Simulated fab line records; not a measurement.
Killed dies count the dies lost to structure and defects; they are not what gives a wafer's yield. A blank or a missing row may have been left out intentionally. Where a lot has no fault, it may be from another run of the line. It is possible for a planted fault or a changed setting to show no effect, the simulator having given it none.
Chamber matching    flow n5 finfet    N5_BEOL_M11_DESCUM_33 on rie diel-02: 4 sister chambers
The step chemistry O2, time 7.9 s. 16 wafers are shown with their chamber, then 8 later ones without.

EACH WAFER AND ITS CHAMBER
wafer   chamber  showerhead plenum p Torr (Torr)  throttle valve pct (%)  drypump motor current A (A)
L075.1  2        2.09                             20.68                   5.9
L075.4  3        2.00                             20.93                   4.9
L075.6  1        2.03                             19.96                   6.3
L078.1  2        2.09                             20.66                   5.9
L078.3  0        2.13                             20.19                   5.7
L078.4  3        1.99                             20.95                   4.9
L080.2  0        2.13                             20.22                   5.7
L080.3  2        2.09                             20.70                   5.9
L080.6  2        2.09                             20.67                   5.8
L079.1  1        2.03                             19.97                   6.4
L079.3  0        2.13                             20.22                   5.7
L079.4  3        1.99                             20.95                   4.9
L085.2  3        1.99                             20.96                   4.9
L085.3  0        2.13                             20.22                   5.7
L085.5  0        2.13                             20.22                   5.7
L088.2  3        1.99                             20.96                   4.9

SIGNATURES, as means of the wafers listed above
reading                   chamber 0  chamber 1  chamber 2  chamber 3  scatter within a chamber
showerhead plenum p Torr  2.1300     2.0300     2.0900     1.9920     0.00258
throttle valve pct        20.2140    19.9650    20.6775    20.9500    0.0137
drypump motor current A   5.700      6.350      5.875      4.900      0.0323
Rule: for a wafer and a chamber, the distance is found by dividing, reading by reading, the gap between the wafer's reading and the chamber's mean by the reading's scatter, squaring, summing and taking the root. The wafer belongs to the nearest chamber; if the next one is less than 2 further off, it can't be placed. How the scatter is found: for the shown wafers, subtract from each reading the mean of its chamber, square and add these, divide the total by (wafers less chambers), then take the root.

WAFERS MISSING THEIR CHAMBER
wafer   showerhead plenum p Torr (Torr)  throttle valve pct (%)  drypump motor current A (A)
L088.4  1.99                             20.95                   4.9
L088.5  2.08                             20.70                   5.8
L091.3  2.25                             20.56                   4.9
L091.5  2.13                             20.24                   5.7
L091.6  2.02                             20.03                   6.4
L092.2  2.02                             20.01                   6.3
L092.3  2.25                             20.55                   4.8
L092.6  2.08                             20.72                   5.9

WHICH CHAMBER EACH ONE RAN IN
wafer    from the rows above   in truth
L088.4   3                     3
L088.5   2                     2
L091.3   0                     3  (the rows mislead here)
L091.5   0                     0
L091.6   1                     1
L092.2   1                     1
L092.3   0                     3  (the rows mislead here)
L092.6   2                     2
Correctly placed: 6 of 8. Left unplaced by these rows: 0. 2 placed wrongly.
